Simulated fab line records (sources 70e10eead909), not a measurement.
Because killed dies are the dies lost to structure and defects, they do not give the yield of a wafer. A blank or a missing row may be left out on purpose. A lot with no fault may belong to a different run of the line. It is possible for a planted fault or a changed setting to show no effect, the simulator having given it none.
Which tool did it? ; flow nandHarc ; 12 lots with 36 wafers sampled at 5 steps, on a route of 1159 steps

WHAT THE GAUGES READ, wafer by wafer
NHARC_P_BONDPAD_THK_MEAS_20: measures by xrf.
lot;measured;on;thkNm (nm)
L584;day 6 18:37;filmMetro-01;159.7 160.4 163.5
L583;day 6 19:28;filmMetro-02;159.2 160.1 162.0
L586;day 7 17:53;filmMetro-01;29.6 30.7 30.1 30.0 29.8 29.2
L587;day 7 21:23;filmMetro-02;30.1 32.0 29.3 30.8 29.9 29.1
L596;day 9 20:26;filmMetro-02;162.8 160.4 160.0
L597;day 10 14:39;filmMetro-02;161.6 159.0 161.2
L598;day 10 15:40;filmMetro-01;161.0 159.5 158.9
L599;day 10 16:46;filmMetro-02;160.1 160.0 159.9
L600;day 11 02:04;filmMetro-02;159.1 159.9 160.6
L601;day 11 07:05;filmMetro-01;161.0 162.5 160.6
L603;day 11 10:12;filmMetro-01;160.4 161.2 163.2
L602;day 11 10:53;filmMetro-01;160.0 163.0 159.8

WHICH TOOL RAN EACH LOT (tool, then ch and the chambers of the sampled wafers, then the start)
lot;NHARC_P_BONDPAD_ETCH_37;NHARC_P_BONDPAD_ECD_18;NHARC_P_BONDPAD_ANNEAL_28;NHARC_P_BONDPAD_CMP_19
L584;rieDiel-02 ch 0,1,2, day 6 16:21;ecdCu-01 ch 0,1, day 6 17:34;rtpAnneal-01 ch 0, day 6 17:57;cmp-01 ch 0,1,2, day 6 18:21
L583;rieDiel-06 ch 0,1,2, day 6 17:14;ecdCu-02 ch 0,1, day 6 18:32;rtpAnneal-02 ch 0, day 6 18:58;cmp-04 ch 0,1, day 6 19:09
L586;rieDiel-11 ch 0,1,2, day 7 15:34;ecdCu-02 ch 0,1, day 7 16:50;rtpAnneal-02 ch 0, day 7 17:16;cmp-01 ch 0,2,3, day 7 17:34
L587;rieDiel-06 ch 0,1,3, day 7 19:07;ecdCu-01 ch 0,1, day 7 20:23;rtpAnneal-01 ch 0, day 7 20:44;cmp-02 ch 0,1,2, day 7 21:06
L596;rieDiel-06 ch 0,1,3, day 9 18:07;ecdCu-01 ch 0,1, day 9 19:29;rtpAnneal-02 ch 0, day 9 19:55;cmp-01 ch 0,1,2, day 9 20:12
L597;rieDiel-06 ch 1,2, day 10 12:23;ecdCu-02 ch 0,1, day 10 13:36;rtpAnneal-01 ch 0, day 10 13:59;cmp-04 ch 0,2, day 10 14:22
L598;rieDiel-11 ch 1,2,3, day 10 13:22;ecdCu-02 ch 0,1, day 10 14:37;rtpAnneal-01 ch 0, day 10 15:00;cmp-04 ch 0,2,3, day 10 15:20
L599;rieDiel-06 ch 0,1,2, day 10 14:29;ecdCu-02 ch 0, day 10 15:43;rtpAnneal-02 ch 0, day 10 16:10;cmp-04 ch 0,1, day 10 16:29
L600;rieDiel-06 ch 0,1,3, day 10 23:38;ecdCu-01 ch 0,1, day 11 00:56;rtpAnneal-02 ch 0, day 11 01:24;cmp-04 ch 0,2,3, day 11 01:45
L601;rieDiel-02 ch 0,2,3, day 11 04:50;ecdCu-01 ch 0,1, day 11 06:08;rtpAnneal-01 ch 0, day 11 06:31;cmp-01 ch 2,3, day 11 06:47
L603;rieDiel-11 ch 0,1, day 11 07:37;ecdCu-02 ch 0,1, day 11 09:15;rtpAnneal-02 ch 0, day 11 09:38;cmp-02 ch 0,1,3, day 11 09:56
L602;rieDiel-11 ch 0,2, day 11 08:37;ecdCu-01 ch 0,1, day 11 09:50;rtpAnneal-02 ch 0, day 11 10:13;cmp-04 ch 1,2, day 11 10:34
- NHARC_P_BONDPAD_ETCH_37: etches the open film in N2/H2, target depth 60 nm, overetch 18 nm, time 65.91 s.
- NHARC_P_BONDPAD_ECD_18: material Cu, target thk 400 nm.
- NHARC_P_BONDPAD_ANNEAL_28: time 90 s.
- NHARC_P_BONDPAD_CMP_19: polishes, t overpolish 30 s, cu recess touch 16 s, target thk 160.81 nm.

WHAT THE TOOLS THEMSELVES READ (means of the sampled wafers that have a number; where no wafer has one, the mark that the record gives instead)
NHARC_P_BONDPAD_ETCH_37.
lot;tool;drypumpMotorCurrentA (A);mfcArSccm (sccm);oesProductAu (a.u.);rfVppV (V);showerheadPlenumPTorr (Torr);throttleValvePct (%)
L584;rieDiel-02;5.7;0.0000;0.996;428.1;1.97;14.166
L583;rieDiel-06;6.1;0.0007;1.005;431.8;2.07;14.169
L586;rieDiel-11;5.8;0.0000;0.996;431.7;2.10;14.175
L587;rieDiel-06;6.4;0.0007;1.006;431.1;2.06;14.174
L596;rieDiel-06;6.4;0.0007;0.997;431.6;2.06;14.171
L597;rieDiel-06;6.1;0.0014;1.000;429.3;2.01;14.172
L598;rieDiel-11;5.6;0.0038;1.000;432.7;2.10;14.180
L599;rieDiel-06;6.1;0.0007;0.993;431.3;2.07;14.167
L600;rieDiel-06;6.4;0.0007;0.998;431.6;2.06;14.163
L601;rieDiel-02;6.1;0.0000;1.004;427.2;1.95;14.164
L603;rieDiel-11;6.0;0.0000;0.994;431.2;2.07;14.180
L602;rieDiel-11;5.9;0.0000;1.002;431.9;2.09;14.169

NHARC_P_BONDPAD_ECD_18.
lot;tool;bathHeatDutyPct (%);bathTempC (C)
L584;ecdCu-01;6.1;25.01
L583;ecdCu-02;5.6;25.04
L586;ecdCu-02;-;-
L587;ecdCu-01;-;-
L596;ecdCu-01;7.2;25.04
L597;ecdCu-02;6.1;25.14
L598;ecdCu-02;6.1;25.16
L599;ecdCu-02;6.2;25.04
L600;ecdCu-01;6.1;25.11
L601;ecdCu-01;6.3;24.91
L603;ecdCu-02;5.4;25.15
L602;ecdCu-01;6.4;25.14

NHARC_P_BONDPAD_ANNEAL_28.
lot;tool;wafer_temp_C_max
L584;rtpAnneal-01;226.11
L583;rtpAnneal-02;225.96
L586;rtpAnneal-02;226.01
L587;rtpAnneal-01;225.79
L596;rtpAnneal-02;225.85
L597;rtpAnneal-01;226.03
L598;rtpAnneal-01;225.90
L599;rtpAnneal-02;225.97
L600;rtpAnneal-02;226.47
L601;rtpAnneal-01;225.95
L603;rtpAnneal-02;226.30
L602;rtpAnneal-02;225.84

NHARC_P_BONDPAD_CMP_19.
lot;tool;motorCurrentA (A);overpolishRunS (s);slurryFlowMlMin
L584;cmp-01;12.3;29.991;149.9
L583;cmp-04;11.9;29.996;149.8
L586;cmp-01;11.7;29.990;149.7
L587;cmp-02;11.4;30.003;150.1
L596;cmp-01;12.0;30.000;150.1
L597;cmp-04;11.3;30.003;150.2
L598;cmp-04;11.5;29.999;149.9
L599;cmp-04;11.4;30.010;150.2
L600;cmp-04;11.7;30.010;150.5
L601;cmp-01;11.9;29.995;150.6
L603;cmp-02;12.1;30.004;150.0
L602;cmp-04;11.7;30.004;149.8

THE ANSWER, worked out from the rows above alone
Rule: usual is defined by the lots themselves. The widest of any qualifying gaps counts: lots, ordered by their means at a reading, are off when they make up no more than a third of the lots, leave a main group of 4 or more, and stand apart from it by 3 or more times the standard deviation of that group's means. If all means in a main group match to the digits the tables above print for the reading, that group is not used. Also off: a lot with no number at a reading for which 4 or more lots have one. Where the step has rows for the other lots, those lots are counted as sound. Order of review: gauges by route order, followed by the tools' own readings, for which a lot's mean as printed above is used. At the first step where some lot is off, the reading lying furthest off is the one used; lots without a number count as furthest.
Off at NHARC_P_BONDPAD_THK_MEAS_20 (thkNm): L586, L587. For the main group the mean is 160.7 nm and the standard deviation 0.61.
A tool fits if, at a process step before that reading, it ran every lot that is off, and no sound lot after the first of them. The gauges at NHARC_P_BONDPAD_THK_MEAS_20 aren't tried: what is off there is off at NHARC_P_BONDPAD_ECD_18 too, on other tools, and a gauge's error can't cause that. None of those tried fits.

WHAT THE SIMULATOR HAD PUT IN
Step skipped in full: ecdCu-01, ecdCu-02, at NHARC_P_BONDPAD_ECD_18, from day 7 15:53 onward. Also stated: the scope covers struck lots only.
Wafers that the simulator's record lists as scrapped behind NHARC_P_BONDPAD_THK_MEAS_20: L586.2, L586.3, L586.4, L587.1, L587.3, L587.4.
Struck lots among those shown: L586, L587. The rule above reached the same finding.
